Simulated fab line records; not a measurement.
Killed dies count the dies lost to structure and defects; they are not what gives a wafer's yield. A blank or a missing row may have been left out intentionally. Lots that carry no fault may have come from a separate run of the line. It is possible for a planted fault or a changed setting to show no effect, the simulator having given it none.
fab line records	flow nand_harc
record: lots: 13	wafers: 39	last_day: 33
route steps=1302 shown P_CONTACT@248 THIN_TSV@1267 END@1302
lots untouched by any fault: they come from a run of this same line in which no faults occurred
start_h: the number of hours between the record's first day and the start of the first shown wafer of the lot	wait_h: time in hours since the lot's previous step	" unchanged from the row above	L1.1+2: one row covering several wafers at once	- no value, or no start given	* or withheld: withheld	< > ~ a bound
route shown NAME@n: NAME is a module with steps in the file, n the number in the route of the first one	usual: mean/standard deviation taken from wafers without a fault	same: alike in all rows	chamber/n: place in a boat	sites: readings site by site	_std_site: the values' standard deviation	_edge_site: inner sites' mean taken away from outer sites' mean	radius_mm: for every site, how far away it sits from the centre of the wafer	mask NAME#n: copy n	behind: the tool/chamber that last shaped the wafer	hold: reason for holding the lot/hours on hold/outcome of the hold	device: which transistor (n, p or np) failed to switch	end of line: at the end of the route, the tests of the same wafers	where a step has no rows: the recipe by itself	killed: at the first sort, the dies lost to defects and structure; wafer yield is something else	map: dies across one wafer; x = killed, . = not, _ = none there
set.NAME: setting as actually run; set.NAME@STEP: the setting as run at that earlier step	model.NAME: the simulator's own value behind a step, which no gauge read
steps of the route over a sample of lots; a table a step, a row a wafer
services: from which hour (start_h, from the record's first day; less than 0 if before it) a tool's chamber was out of use, for how many hours, and why
== steps ==
step: NHARC_P_CONTACT_CVD_23
recipe: target_thk_a: 2000	temp_c: 300	pressure_torr: 40	wf6_flow_sccm: 40	h2_flow_sccm: 1600	ar_flow_sccm: 1560	time_s: 557	material: W
usual: heater_power_w: 482/51	throttle_valve_pct: 8.1/0.36
lot.wafer	tool	chamber	start_h	wait_h	heater_power_w	throttle_valve_pct
L768.1	cvd_w-01	1	123.55	-	504	8.8
L768.4	"	1	"	"	498	9.0
L768.3	"	0	"	"	383	7.4
L771.2	cvd_w-02	1	151.97	-	517	7.8
L771.5	"	1	"	"	512	7.8
L771.6	"	0	"	"	487	8.1
L773.1	cvd_w-01	1	170.68	-	504	8.5
L773.5	"	1	"	"	502	9.0
L773.6	"	1	"	"	510	8.9
L775.1	cvd_w-01	1	203.06	-	484	8.7
L775.3	"	0	"	"	352	7.8
L775.6	"	0	"	"	359	7.7
L776.1	cvd_w-02	0	205.67	-	502	8.4
L776.3	"	1	"	"	510	7.7
L776.6	"	1	"	"	514	7.9
L778.2	cvd_w-01	1	226.09	-	493	8.5
L778.1	"	0	"	"	363	7.9
L778.3	"	1	"	"	500	8.4
L779.1	cvd_w-02	1	232.69	-	530	8.0
L779.4	"	1	"	"	510	7.9
L779.6	"	1	"	"	509	7.8
L780.2	cvd_w-02	0	244.35	-	511	8.2
L780.4	"	0	"	"	510	8.4
L780.5	"	0	"	"	497	8.4
L781.1	cvd_w-02	0	246.64	-	492	8.3
L781.2	"	1	"	"	527	7.5
L781.4	"	1	"	"	523	8.2
L783.2	cvd_w-01	0	267.85	-	356	7.4
L783.1	"	1	"	"	493	8.5
L783.3	"	1	"	"	492	8.8
L789.1	cvd_w-01	1	340.01	-	512	8.6
L789.2	"	0	"	"	362	7.7
L789.3	"	1	"	"	492	8.3
L790.2	cvd_w-02	0	345.17	-	490	8.3
L790.1	"	1	"	"	518	7.9
L790.4	"	0	"	"	495	8.1
L791.2	cvd_w-01	1	351.68	-	486	8.8
L791.4	"	0	"	"	364	8.0
L791.6	"	0	"	"	369	8.0
step: NHARC_THIN_TSV_DEP_47
recipe: target_thk_a: 2000	temp_c: withheld	pressure_torr: 6.5	rf_w: 900	teos_flow_sccm: 161.4	flow_sccm: 2650	target_thk_nm: 200	gas: O2	material: SiO2
usual: throttle_valve_pct: 16.3/0.62
lot.wafer	tool	chamber	start_h	wait_h	throttle_valve_pct
L768.1	pecvd-04	2	574.06	-	16.9
L768.3	"	1	"	"	16.8
L768.4	"	2	"	"	16.6
L771.2	pecvd-01	0	591.57	-	16.0
L771.6	"	1	"	"	17.3
L771.5	"	2	"	"	16.1
L773.1	pecvd-04	0	602.44	-	16.7
L773.6	"	1	"	"	16.5
L773.5	"	0	"	"	16.5
L776.1	pecvd-01	0	631.73	-	16.0
L776.3	"	2	"	"	16.3
L776.6	"	0	"	"	16.0
L775.1	pecvd-01	0	635.98	-	16.0
L775.3	"	1	"	"	17.6
L775.6	"	1	"	"	17.2
L778.1	pecvd-01	1	656.46	-	17.3
L778.3	"	2	"	"	16.4
L778.2	"	0	"	"	16.2
L779.1	pecvd-01	1	667.16	-	17.5
L779.6	"	1	"	"	17.7
L779.4	"	2	"	"	16.4
L780.2	pecvd-04	2	690.34	-	16.3
L780.4	"	2	"	"	16.2
L780.5	"	1	"	"	16.0
L781.1	pecvd-02	0	698.20	-	16.0
L781.2	"	1	"	"	15.7
L781.4	"	1	"	"	15.9
L783.1	pecvd-02	0	701.33	-	16.0
L783.2	"	1	"	"	16.0
L783.3	"	2	"	"	15.4
L789.3	pecvd-02	1	762.18	-	16.2
L789.2	"	2	"	"	15.3
L789.1	"	0	"	"	15.8
L791.2	pecvd-01	2	784.06	-	16.2
L791.4	"	1	"	"	17.4
L791.6	"	0	"	"	15.8
L790.2	pecvd-01	1	785.30	-	17.5
L790.1	"	2	"	"	16.4
L790.4	"	1	"	"	16.9
step: NHARC_THIN_TSV_DEGAS_53
recipe: temp_c: 300	time_s: 60
usual: heater_power_w: 454/54
lot.wafer	tool	chamber	start_h	wait_h	heater_power_w
L768.1	pvd_sputter-03	-	576.99	0.1	407
L768.3	"	-	"	"	534
L768.4	"	-	"	"	496
L771.2	pvd_sputter-03	-	594.42	0.1	502
L771.6	"	-	"	"	424
L771.5	"	-	"	"	550
L773.1	pvd_sputter-03	-	605.55	0.1	431
L773.5	"	-	"	"	403
L773.6	"	-	"	"	542
L776.1	pvd_sputter-01	-	634.67	0.1	469
L776.3	"	-	"	"	445
L776.6	"	-	"	"	474
L775.1	pvd_sputter-03	-	638.86	0.1	413
L775.3	"	-	"	"	429
L775.6	"	-	"	"	549
L778.2	pvd_sputter-02	-	659.40	0.1	385
L778.3	"	-	"	"	445
L778.1	"	-	"	"	419
L779.4	pvd_sputter-01	-	670.08	0.1	460
L779.1	"	-	"	"	466
L779.6	"	-	"	"	438
L780.4	pvd_sputter-03	-	693.34	0.1	495
L780.2	"	-	"	"	555
L780.5	"	-	"	"	408
L781.4	pvd_sputter-03	-	701.50	0.1	493
L781.1	"	-	"	"	412
L781.2	"	-	"	"	536
L783.3	pvd_sputter-03	-	704.28	0.1	409
L783.1	"	-	"	"	426
L783.2	"	-	"	"	506
L789.1	pvd_sputter-03	-	765.15	0.1	554
L789.2	"	-	"	"	507
L789.3	"	-	"	"	395
L791.4	pvd_sputter-03	-	786.93	0.1	420
L791.2	"	-	"	"	565
L791.6	"	-	"	"	435
L790.4	pvd_sputter-02	-	788.17	0.1	376
L790.2	"	-	"	"	427
L790.1	"	-	"	"	422
step: NHARC_THIN_TSV_DESCUM_35
recipe: time_s: 3	o2_flow_sccm: 200	ar_flow_sccm: 0	bias_power_w: 0	chemistry: O2
usual: drypump_motor_current_A: 5.9/0.6	oes_product_au: 1.000/0.0098	rf_vpp_V: 57.6/1	showerhead_plenum_p_Torr: 1.88/0.068	throttle_valve_pct: 11.311/0.0094
lot.wafer	tool	chamber	start_h	wait_h	drypump_motor_current_A	oes_product_au	rf_hours_counter_h	rf_vpp_V	showerhead_plenum_p_Torr	throttle_valve_pct
L768.1	rie_diel-05	3	578.29	-	6.3	1.007	9.9	56.9	1.83	11.302
L768.3	"	1	"	"	5.1	1.010	12.6	56.8	1.94	11.321
L768.4	"	2	"	"	6.5	1.016	11.7	57.9	1.98	11.303
L771.2	rie_diel-09	2	595.59	-	6.7	0.999	6.7	56.2	1.83	11.319
L771.6	"	1	"	"	5.4	0.997	-	57.1	1.79	11.299
L771.5	"	2	"	"	6.7	0.999	-	55.5	1.83	11.328
L773.1	rie_diel-05	3	606.85	-	6.2	0.985	1.4	57.5	1.83	11.307
L773.5	"	1	"	"	5.1	1.003	-	59.4	1.94	11.307
L773.6	"	2	"	"	6.5	1.019	-	59.0	1.98	11.306
L776.1	rie_diel-07	3	635.99	-	5.8	1.020	8.4	56.2	1.89	11.316
L776.3	"	1	"	"	5.5	0.980	8.6	55.9	1.82	11.308
L776.6	"	0	"	"	5.8	0.993	-	56.6	1.91	11.307
L775.1	rie_diel-07	2	640.04	-	6.1	0.987	7.7	57.2	1.96	11.320
L775.3	"	1	"	"	5.5	0.981	8.6	57.7	1.82	11.320
L775.6	"	3	"	"	5.8	0.999	-	59.0	1.89	11.317
L778.3	rie_diel-09	1	660.70	-	5.4	0.986	11.6	55.3	1.78	11.320
L778.2	"	2	"	"	6.7	0.992	10.8	58.4	1.83	11.306
L778.1	"	3	"	"	5.8	0.996	10.8	58.2	1.87	11.311
L779.4	rie_diel-07	2	671.28	-	6.1	1.017	0.7	57.0	1.96	11.309
L779.1	"	3	"	"	5.8	1.017	0.9	56.6	1.88	11.322
L779.6	"	2	"	"	6.1	1.007	-	58.6	1.96	11.310
L780.2	rie_diel-07	2	694.66	-	6.1	1.017	1.6	57.8	1.96	11.328
L780.4	"	0	"	"	5.8	1.017	1.6	58.4	1.91	11.315
L780.5	"	2	"	"	6.0	1.019	-	56.7	1.96	11.321
L781.1	rie_diel-05	0	702.80	-	5.0	0.987	6.6	57.2	1.99	11.318
L781.4	"	1	"	"	5.1	1.001	5.9	58.2	1.94	11.290
L781.2	"	3	"	"	6.2	1.000	6.8	57.4	1.82	11.302
L783.1	rie_diel-09	0	705.62	-	6.8	1.008	2.3	56.9	1.83	11.303
L783.3	"	1	"	"	5.4	0.996	2.1	57.9	1.78	11.321
L783.2	"	2	"	"	6.7	0.998	1.9	58.5	1.83	11.313
L789.1	rie_diel-09	1	766.47	-	5.4	0.993	6.3	57.3	1.78	11.312
L789.2	"	2	"	"	6.7	1.005	6.9	57.4	1.83	11.302
L789.3	"	0	"	"	6.8	0.995	6.0	58.3	1.83	11.302
L791.2	rie_diel-09	2	788.26	-	6.7	0.994	7.6	57.1	1.83	11.314
L791.4	"	3	"	"	5.8	1.005	8.2	57.6	1.87	11.329
L791.6	"	1	"	"	5.4	0.992	-	57.7	1.78	11.318
L790.2	rie_diel-05	1	789.47	-	5.1	1.002	1.7	58.6	1.94	11.298
L790.4	"	2	"	"	6.5	1.007	1.3	58.5	1.98	11.318
L790.1	"	3	"	"	6.2	1.002	1.4	57.9	1.82	11.320
step: NHARC_END_SORT_01
recipe: temp_c: 25
usual: killed_at_array: 49/18	killed_at_other: 0.8/1	killed_at_periphery: 4.2/2.8	killed_dies: 54/18	killed_open: 3.0/1.7	killed_short: 2.5/1.6
same: gross_dies: 677
lot.wafer	tool	chamber	start_h	wait_h	killed_at_array	killed_at_other	killed_at_periphery	killed_dies	killed_open	killed_short
L768.1	prober-02	0	587.21	2.5	39	0	10	49	0	2
L768.3	prober-02	0	588.81	3.1	64	0	6	70	3	0
L768.4	prober-02	0	589.61	3.4	52	0	8	60	2	2
L771.2	prober-02	0	605.22	2.8	42	0	5	47	2	6
L771.5	prober-02	0	607.63	3.7	34	0	4	38	5	3
L771.6	prober-02	0	608.44	4.0	27	0	5	32	3	1
L773.1	prober-02	0	621.22	2.5	62	2	2	66	0	3
L773.5	prober-02	0	624.45	3.7	69	1	5	75	3	2
L773.6	prober-02	0	625.26	4.0	61	1	3	65	3	6
L776.1	prober-02	0	647.58	2.5	84	1	6	91	5	2
L776.3	prober-02	0	649.16	3.1	73	1	6	80	3	4
L776.6	prober-02	0	651.55	4.0	99	0	5	104	5	2
L775.1	prober-01	0	647.63	2.6	46	3	3	52	3	2
L775.3	prober-01	0	649.23	3.1	61	2	3	66	4	5
L775.6	prober-01	0	651.63	4.0	54	2	3	59	3	3
L778.1	prober-01	0	668.28	2.5	20	0	3	23	4	4
L778.2	prober-01	0	669.07	2.8	30	1	3	34	4	5
L778.3	prober-01	0	669.86	3.1	25	0	2	27	5	3
L779.1	prober-01	0	680.27	2.5	46	2	0	48	4	2
L779.4	prober-01	0	682.70	3.4	49	1	3	53	4	3
L779.6	prober-01	0	684.33	4.1	41	1	1	43	2	2
L780.2	prober-02	0	704.34	2.8	47	1	1	49	1	3
L780.4	prober-02	0	705.95	3.4	28	0	1	29	1	2
L780.5	prober-02	0	706.75	3.7	35	2	2	39	1	3
L783.1	prober-02	0	711.62	2.5	34	0	4	38	5	3
L783.2	prober-02	0	712.42	2.8	34	0	3	37	4	4
L783.3	prober-02	0	713.21	3.1	28	0	7	35	6	0
L781.1	prober-02	0	719.44	2.5	59	0	2	61	2	4
L781.2	prober-02	0	720.24	2.8	25	3	6	34	4	2
L781.4	prober-02	0	721.83	3.4	45	1	2	48	4	4
L789.1	prober-02	0	775.49	2.5	67	0	3	70	4	3
L789.2	prober-02	0	776.29	2.8	66	0	23	89	3	4
L789.3	prober-02	0	777.09	3.1	33	0	5	38	4	2
L790.1	prober-02	0	798.20	2.5	36	0	3	39	2	2
L790.2	prober-02	0	799.00	2.8	62	3	1	66	1	2
L790.4	prober-02	0	800.59	3.4	50	1	1	52	2	3
L791.2	prober-01	0	799.01	2.8	61	2	2	65	2	3
L791.4	prober-01	0	800.59	3.4	55	3	24	82	1	1
L791.6	prober-01	0	802.18	4.0	53	1	18	72	3	4
killed by level:class
L768.1 A_SLIT:chamber_film_flake=19 A_CHANNEL_HOLE_D1:chamber_film_flake=16 P_ZERO_WELL:chamber_film_flake=4 P_GATE:chamber_film_flake=2 P_BONDPAD:chamber_film_flake=2 A_CHANNEL_HOLE_D2:chamber_film_flake=2 P_M0:geometric_particle:short=1 A_ONON_D2:geometric_particle:short=1
L768.3 A_CHANNEL_HOLE_D1:chamber_film_flake=35 A_SLIT:chamber_film_flake=17 P_ZERO_WELL:chamber_film_flake=3 A_STAIRCASE:chamber_film_flake=3 A_CONTACT:chamber_film_flake=3 P_BONDPAD:chamber_film_flake=2 A_CHANNEL_HOLE_D2:chamber_film_flake=2 A_ONON_D1:geometric_particle:open=1
L768.4 A_SLIT:chamber_film_flake=22 A_CHANNEL_HOLE_D1:chamber_film_flake=18 A_CHANNEL_HOLE_D2:chamber_film_flake=7 A_CONTACT:chamber_film_flake=3 P_GATE:chamber_film_flake=2 P_BONDPAD:chamber_film_flake=2 P_CONTACT:geometric_particle:open=1 P_M0:geometric_particle:open=1
L771.2 A_SLIT:chamber_film_flake=14 A_CHANNEL_HOLE_D2:chamber_film_flake=12 A_CONTACT:chamber_film_flake=7 A_DECK1_JOINT:geometric_particle:short=2 A_CHANNEL_FILL_D2:geometric_particle:short=2 P_GATE:chamber_film_flake=2 P_M1:chamber_film_flake=2 P_M0:geometric_particle:open=1
L771.5 A_SLIT:chamber_film_flake=12 A_CONTACT:chamber_film_flake=7 A_CHANNEL_HOLE_D2:chamber_film_flake=6 A_CHANNEL_FILL_D1:geometric_particle:open=2 A_WL_FILL:chamber_film_flake=2 P_M0:geometric_particle:open=1 P_M1:geometric_particle:open=1 A_CHANNEL_FILL_D1:geometric_particle:short=1
L771.6 A_SLIT:chamber_film_flake=10 A_CONTACT:chamber_film_flake=7 A_CHANNEL_HOLE_D2:chamber_film_flake=4 P_GATE:chamber_film_flake=2 P_M1:chamber_film_flake=2 A_CHANNEL_HOLE_D1:chamber_film_flake=2 P_STI:geometric_particle:open=1 A_DECK1_JOINT:geometric_particle:open=1
L773.1 A_CHANNEL_HOLE_D1:chamber_film_flake=34 A_SLIT:chamber_film_flake=12 A_CONTACT:chamber_film_flake=6 A_CHANNEL_HOLE_D2:chamber_film_flake=3 A_WL_FILL:chamber_film_flake=2 THIN_TSV:chamber_film_flake=2 P_M1:geometric_particle:short=1 A_CHANNEL_FILL_D1:geometric_particle:short=1
L773.5 A_CHANNEL_HOLE_D1:chamber_film_flake=38 A_SLIT:chamber_film_flake=14 A_CHANNEL_HOLE_D2:chamber_film_flake=7 A_SGD_CUT:chamber_film_flake=3 A_CONTACT:chamber_film_flake=2 P_CONTACT:geometric_particle:short=1 P_CONTACT:geometric_particle:open=1 P_M0:geometric_particle:open=1
L773.6 A_CHANNEL_HOLE_D1:chamber_film_flake=23 A_SLIT:chamber_film_flake=15 A_CONTACT:chamber_film_flake=6 A_SGD_CUT:chamber_film_flake=4 A_CHANNEL_HOLE_D2:chamber_film_flake=3 A_CHANNEL_HOLE_D1:geometric_particle:short=2 P_ZERO_WELL:chamber_film_flake=2 P_M2:geometric_particle:short=1
L776.1 A_SLIT:chamber_film_flake=29 A_CHANNEL_HOLE_D2:chamber_film_flake=24 A_CHANNEL_HOLE_D1:chamber_film_flake=20 P_STI:chamber_film_flake=4 A_CONTACT:chamber_film_flake=3 P_CONTACT:geometric_particle:open=2 A_WL_FILL:geometric_particle:short=2 A_ONON_D2:geometric_particle:open=1
L775.1 A_SLIT:chamber_film_flake=29 A_CHANNEL_HOLE_D2:chamber_film_flake=7 A_CHANNEL_HOLE_D1:chamber_film_flake=3 A_WL_FILL:chamber_film_flake=3 THIN_TSV:chamber_film_flake=3 P_GATE:geometric_particle:open=1 P_M2:geometric_particle:short=1 A_BLC:geometric_particle:open=1
L776.3 A_CHANNEL_HOLE_D2:chamber_film_flake=31 A_CHANNEL_HOLE_D1:chamber_film_flake=17 A_SLIT:chamber_film_flake=14 P_STI:chamber_film_flake=3 A_CONTACT:chamber_film_flake=3 P_M1:geometric_particle:short=1 A_ONON_D1:geometric_particle:open=1 A_ONON_D1:geometric_particle:short=1
L775.3 A_SLIT:chamber_film_flake=35 A_CHANNEL_HOLE_D2:chamber_film_flake=11 P_CONTACT:geometric_particle:short=2 A_WL_FILL:geometric_particle:short=2 A_STAIRCASE:chamber_film_flake=2 A_WL_FILL:chamber_film_flake=2 A_BONDPAD:chamber_film_flake=2 THIN_TSV:chamber_film_flake=2
L776.6 A_CHANNEL_HOLE_D2:chamber_film_flake=38 A_SLIT:chamber_film_flake=28 A_CHANNEL_HOLE_D1:chamber_film_flake=22 A_CHANNEL_FILL_D1:chamber_film_flake=4 P_STI:chamber_film_flake=3 A_WL_FILL:geometric_particle:short=2 P_M0:geometric_particle:open=1 A_CHANNEL_FILL_D2:geometric_particle:open=1
L775.6 A_SLIT:chamber_film_flake=29 A_CHANNEL_HOLE_D2:chamber_film_flake=11 A_ZERO_WELL:chamber_film_flake=2 THIN_TSV:chamber_film_flake=2 A_STAIRCASE:chamber_film_flake=2 A_WL_FILL:chamber_film_flake=2 P_ZERO_WELL:geometric_particle:open=1 P_GATE:geometric_particle:open=1
L778.1 A_CHANNEL_HOLE_D1:chamber_film_flake=4 A_CHANNEL_HOLE_D2:chamber_film_flake=3 A_CHANNEL_FILL_D2:chamber_film_flake=3 A_WL_FILL:geometric_particle:short=2 A_SLIT:chamber_film_flake=2 P_M0:geometric_particle:open=1 P_M1:geometric_particle:open=1 A_CHANNEL_FILL_D1:geometric_particle:short=1
L778.2 A_CHANNEL_HOLE_D2:chamber_film_flake=6 A_STAIRCASE:chamber_film_flake=6 A_CHANNEL_HOLE_D1:chamber_film_flake=5 A_WL_FILL:geometric_particle:short=2 A_CHANNEL_FILL_D2:chamber_film_flake=2 A_DECK1_JOINT:chamber_film_flake=2 P_M0:geometric_particle:open=1 P_M1:geometric_particle:short=1
L778.3 A_CHANNEL_HOLE_D1:chamber_film_flake=11 A_CHANNEL_FILL_D1:geometric_particle:short=2 A_DECK1_JOINT:chamber_film_flake=2 A_CHANNEL_HOLE_D2:chamber_film_flake=2 A_CONTACT:chamber_film_flake=2 P_CONTACT:geometric_particle:open=1 P_M0:geometric_particle:open=1 A_DECK1_JOINT:geometric_particle:open=1
L779.1 A_CHANNEL_HOLE_D1:chamber_film_flake=28 A_SLIT:chamber_film_flake=4 A_WL_FILL:chamber_film_flake=4 A_M0:geometric_particle:short=2 A_DECK1_JOINT:chamber_film_flake=2 A_SOURCE_PLATE:geometric_particle:open=1 A_CHANNEL_FILL_D1:geometric_particle:open=1 A_SGD_CUT:geometric_particle:open=1
L779.4 A_CHANNEL_HOLE_D1:chamber_film_flake=28 P_M2:chamber_film_flake=3 A_STAIRCASE:chamber_film_flake=3 A_ZERO_WELL:chamber_film_flake=2 A_CHANNEL_FILL_D2:chamber_film_flake=2 A_SLIT:chamber_film_flake=2 A_CONTACT:chamber_film_flake=2 A_CHANNEL_FILL_D1:geometric_particle:short=1
L779.6 A_CHANNEL_HOLE_D1:chamber_film_flake=31 A_SLIT:chamber_film_flake=3 A_ONON_D2:geometric_particle:open=1 A_SGD_CUT:geometric_particle:open=1 A_SLIT:geometric_particle:short=1 A_WL_FILL:geometric_particle:short=1 P_M2:chamber_film_flake=1 A_CHANNEL_FILL_D1:chamber_film_flake=1
L780.2 A_CHANNEL_HOLE_D2:chamber_film_flake=19 A_CHANNEL_HOLE_D1:chamber_film_flake=5 A_STAIRCASE:chamber_film_flake=5 A_SLIT:chamber_film_flake=5 A_CONTACT:chamber_film_flake=5 A_WL_FILL:chamber_film_flake=2 A_M0:chamber_film_flake=2 P_M0:geometric_particle:short=1
L780.4 A_CHANNEL_HOLE_D2:chamber_film_flake=10 A_CONTACT:chamber_film_flake=7 A_STAIRCASE:chamber_film_flake=4 A_SLIT:chamber_film_flake=2 A_ONON_D1:geometric_particle:short=1 A_STAIRCASE:geometric_particle:short=1 A_SGD_CUT:geometric_particle:open=1 P_STI:chamber_film_flake=1
L780.5 A_CHANNEL_HOLE_D2:chamber_film_flake=11 A_CONTACT:chamber_film_flake=6 A_CHANNEL_HOLE_D1:chamber_film_flake=4 A_STAIRCASE:chamber_film_flake=4 A_M0:chamber_film_flake=3 A_DECK1_JOINT:chamber_film_flake=2 A_SLIT:chamber_film_flake=2 THIN_TSV:chamber_film_flake=2
L783.1 A_STAIRCASE:chamber_film_flake=7 A_CHANNEL_HOLE_D1:chamber_film_flake=5 A_CONTACT:chamber_film_flake=4 A_CHANNEL_HOLE_D2:chamber_film_flake=4 A_WL_FILL:geometric_particle:open=2 P_CONTACT:chamber_film_flake=2 A_CHANNEL_FILL_D2:chamber_film_flake=2 A_SLIT:chamber_film_flake=2
L783.2 A_CHANNEL_HOLE_D1:chamber_film_flake=8 A_CONTACT:chamber_film_flake=5 A_CHANNEL_HOLE_D2:chamber_film_flake=4 A_SLIT:chamber_film_flake=4 A_STAIRCASE:chamber_film_flake=2 P_CONTACT:geometric_particle:short=1 A_ONON_D1:geometric_particle:open=1 A_DECK1_JOINT:geometric_particle:short=1
L783.3 A_CHANNEL_HOLE_D1:chamber_film_flake=7 A_CONTACT:chamber_film_flake=6 A_CHANNEL_HOLE_D2:chamber_film_flake=5 A_CHANNEL_FILL_D1:geometric_particle:open=3 P_STI:chamber_film_flake=3 A_SLIT:chamber_film_flake=3 P_M0:geometric_particle:open=1 A_SOURCE_PLATE:geometric_particle:open=1
L781.1 A_SLIT:chamber_film_flake=34 A_CHANNEL_HOLE_D1:chamber_film_flake=7 A_STAIRCASE:chamber_film_flake=5 A_CONTACT:chamber_film_flake=5 A_DECK1_JOINT:chamber_film_flake=2 A_SOURCE_PLATE:geometric_particle:short=1 A_ONON_D1:geometric_particle:short=1 A_CHANNEL_FILL_D1:geometric_particle:open=1
L781.2 A_SLIT:chamber_film_flake=12 A_CHANNEL_HOLE_D1:chamber_film_flake=4 A_STAIRCASE:chamber_film_flake=4 P_ZERO_WELL:chamber_film_flake=2 A_CONTACT:chamber_film_flake=2 P_CONTACT:geometric_particle:open=1 P_M0:geometric_particle:short=1 A_ONON_D2:geometric_particle:short=1
L781.4 A_SLIT:chamber_film_flake=15 A_CHANNEL_HOLE_D1:chamber_film_flake=8 A_STAIRCASE:chamber_film_flake=7 A_CONTACT:chamber_film_flake=3 A_CHANNEL_FILL_D2:chamber_film_flake=2 A_SOURCE_PLATE:geometric_particle:short=1 A_ONON_D1:geometric_particle:open=1 A_CHANNEL_HOLE_D1:geometric_particle:short=1
L789.1 A_SLIT:chamber_film_flake=39 A_CHANNEL_HOLE_D2:chamber_film_flake=17 A_CONTACT:chamber_film_flake=2 P_M0:geometric_particle:open=1 A_SOURCE_PLATE:geometric_particle:open=1 A_SOURCE_PLATE:geometric_particle:short=1 A_ONON_D2:geometric_particle:open=1 A_SGD_CUT:geometric_particle:short=1
L789.2 A_CHANNEL_HOLE_D2:chamber_film_flake=33 P_CONTACT:unspecified=20 A_SLIT:chamber_film_flake=20 A_CONTACT:chamber_film_flake=6 P_M0:geometric_particle:short=2 A_CHANNEL_HOLE_D1:geometric_particle:open=1 A_ONON_D2:geometric_particle:short=1 A_ONON_D2:geometric_particle:open=1
L789.3 A_SLIT:chamber_film_flake=12 A_CHANNEL_HOLE_D2:chamber_film_flake=11 P_ZERO_WELL:chamber_film_flake=3 A_CONTACT:chamber_film_flake=3 P_GATE:geometric_particle:open=1 P_M0:geometric_particle:short=1 A_SOURCE_PLATE:geometric_particle:short=1 A_ONON_D2:geometric_particle:open=1
L790.1 A_SLIT:chamber_film_flake=15 A_CHANNEL_HOLE_D1:chamber_film_flake=7 A_CONTACT:chamber_film_flake=5 A_SGD_CUT:chamber_film_flake=3 P_CONTACT:geometric_particle:short=1 P_M0:geometric_particle:open=1 A_CHANNEL_FILL_D1:geometric_particle:short=1 A_M1:geometric_particle:open=1
L790.2 A_SLIT:chamber_film_flake=36 A_CHANNEL_HOLE_D1:chamber_film_flake=10 A_CONTACT:chamber_film_flake=6 A_CHANNEL_HOLE_D2:chamber_film_flake=4 THIN_TSV:chamber_film_flake=3 A_WL_FILL:geometric_particle:short=1 A_BLC:geometric_particle:short=1 A_M0:geometric_particle:open=1
L791.2 A_CHANNEL_HOLE_D2:chamber_film_flake=20 A_CHANNEL_HOLE_D1:chamber_film_flake=19 A_CONTACT:chamber_film_flake=9 A_SLIT:chamber_film_flake=8 A_ZERO_WELL:chamber_film_flake=3 P_CONTACT:geometric_particle:open=1 P_M0:geometric_particle:open=1 A_ONON_D2:geometric_particle:short=1
L791.4 A_CHANNEL_HOLE_D2:chamber_film_flake=29 P_CONTACT:unspecified=22 A_CHANNEL_HOLE_D1:chamber_film_flake=10 A_SLIT:chamber_film_flake=8 A_CONTACT:chamber_film_flake=5 THIN_TSV:chamber_film_flake=3 A_WL_FILL:chamber_film_flake=2 P_GATE:geometric_particle:open=1
L790.4 A_CHANNEL_HOLE_D1:chamber_film_flake=19 A_SLIT:chamber_film_flake=16 A_CONTACT:chamber_film_flake=6 A_SGD_CUT:chamber_film_flake=2 P_M1:geometric_particle:open=1 A_DECK1_JOINT:geometric_particle:short=1 A_CHANNEL_FILL_D2:geometric_particle:short=1 A_SGD_CUT:geometric_particle:open=1
L791.6 P_CONTACT:unspecified=16 A_CHANNEL_HOLE_D2:chamber_film_flake=16 A_CHANNEL_HOLE_D1:chamber_film_flake=13 A_SLIT:chamber_film_flake=11 A_CONTACT:chamber_film_flake=5 A_DECK1_JOINT:geometric_particle:short=2 A_CHANNEL_FILL_D2:geometric_particle:short=2 A_ONON_D1:geometric_particle:open=1
== services ==
tool	chamber	start_h	hours	kind
pecvd-01	-	120.76	21.3	repair
pecvd-01	-	142.07	13.0	pm
cvd_w-01	0	169.87	7.4	repair
pvd_sputter-03	-	173.99	10.0	pm
cvd_w-01	-	185.12	13.0	pm
pecvd-01	-	206.39	1.0	repair
pecvd-01	-	264.74	2.4	repair
cvd_w-01	0	312.55	7.8	repair
pecvd-01	-	323.07	13.0	pm
pvd_sputter-03	-	352.02	10.0	pm
cvd_w-01	-	366.12	13.0	pm
cvd_w-01	-	398.91	2.0	repair
pvd_sputter-03	-	401.12	1.3	repair
pvd_sputter-03	-	403.01	1.2	repair
pecvd-01	-	430.20	1.5	repair
pecvd-01	-	504.31	13.0	pm
pvd_sputter-03	-	530.02	10.0	pm
cvd_w-01	-	547.12	13.0	pm
pvd_sputter-03	-	679.26	5.5	repair
cvd_w-01	0	682.25	1.3	repair
pecvd-01	-	685.31	13.0	pm
pvd_sputter-03	-	708.02	10.0	pm
cvd_w-01	0	720.17	18.4	repair
cvd_w-01	-	728.12	13.0	pm
== key ==
first_sign: step: NHARC_END_SORT_01	reading: killed_at_periphery	direction: up	sigmas: 6.2	usual: 4.2	struck: 21.7
effect none on later readings
met_at NHARC_P_CONTACT_CVD_23
struck_lots L789,L791
struck_wafers L789.2,L791.4,L791.6
tester_left_out L789,L791
not_acting_at NHARC_THIN_TSV_DEP_47,NHARC_THIN_TSV_DEGAS_53,NHARC_THIN_TSV_DESCUM_35
onset_between 267.85 340.01
fault: kind: chamber_particle_source	tool: cvd_w-01	chamber: 0	onset_h: 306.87	steps: NHARC_P_CONTACT_CVD_23	rate_per_visit_cm2: 0.038372	end_h: 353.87
tester_left_out: of these lots the tester's yield and bins aren't shown, on N5 and GAA mostly nor the transistor test; their killed dies are dies lost to structure and defects alone, not to doping, threshold or leakage, so they don't give the yield
